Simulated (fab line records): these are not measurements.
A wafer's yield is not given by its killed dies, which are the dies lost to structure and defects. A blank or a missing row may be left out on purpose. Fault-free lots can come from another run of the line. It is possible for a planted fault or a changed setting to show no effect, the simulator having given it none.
Chamber matching | flow n5Finfet | aldSin-01 running N5_BEOL_M2_ALD_98: 4 sister chambers
The step deposits SiO2, target thk 2.5 nm, pulse time 1 s, co reactant pulse time 1 s. 4 wafers are shown with their chamber, then 10 later ones without.

== WAFERS WITH THEIR CHAMBER ==
wafer  | chamber | heaterPowerOuterW (W)
L082.1 | 2       | 41.3
L091.6 | 0       | 46.4
L092.1 | 3       | 41.8
L092.2 | 1       | 43.1

== WAFERS WITHOUT THEIR CHAMBER ==
wafer  | heaterPowerOuterW (W)
L092.5 | 40.9
L093.3 | 41.3
L093.4 | 46.5
L093.6 | 41.5
L096.2 | 40.6
L096.3 | 44.5
L096.4 | 41.4
L097.1 | 45.1
L097.3 | 41.5
L097.6 | 40.6

== CHAMBER TAKEN BY EACH ==
wafer  | from the rows above          | in truth
L092.5 | can't be placed: 2 or 3      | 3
L093.3 | can't be placed: 2 or 3      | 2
L093.4 | 0                            | 0
L093.6 | can't be placed: 2 or 3      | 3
L096.2 | can't be placed: 2 or 3      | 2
L096.3 | can't be placed: 1 or 0 or 3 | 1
L096.4 | can't be placed: 2 or 3      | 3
L097.1 | can't be placed: 0 or 1      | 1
L097.3 | can't be placed: 2 or 3      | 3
L097.6 | can't be placed: 2 or 3      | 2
Correct placement for 1 of the 10. These rows do not allow placing 9 (true chamber among the candidates in 9). Placed wrongly: 0.
How it was worked out, from the rows above alone: a wafer's distance from a chamber is the root of the sum, over the readings, of the square of ((its reading less the chamber's mean) divided by the reading's scatter). If the next closest chamber is less than 2 further off than the closest, the wafer can't be placed; otherwise it belongs to the closest. Each chamber's mean is taken over the wafers shown for it. The scatter (one wafer shown for each chamber): square how far every hidden wafer sits from the nearest shown wafer, average those squares and take the square root.
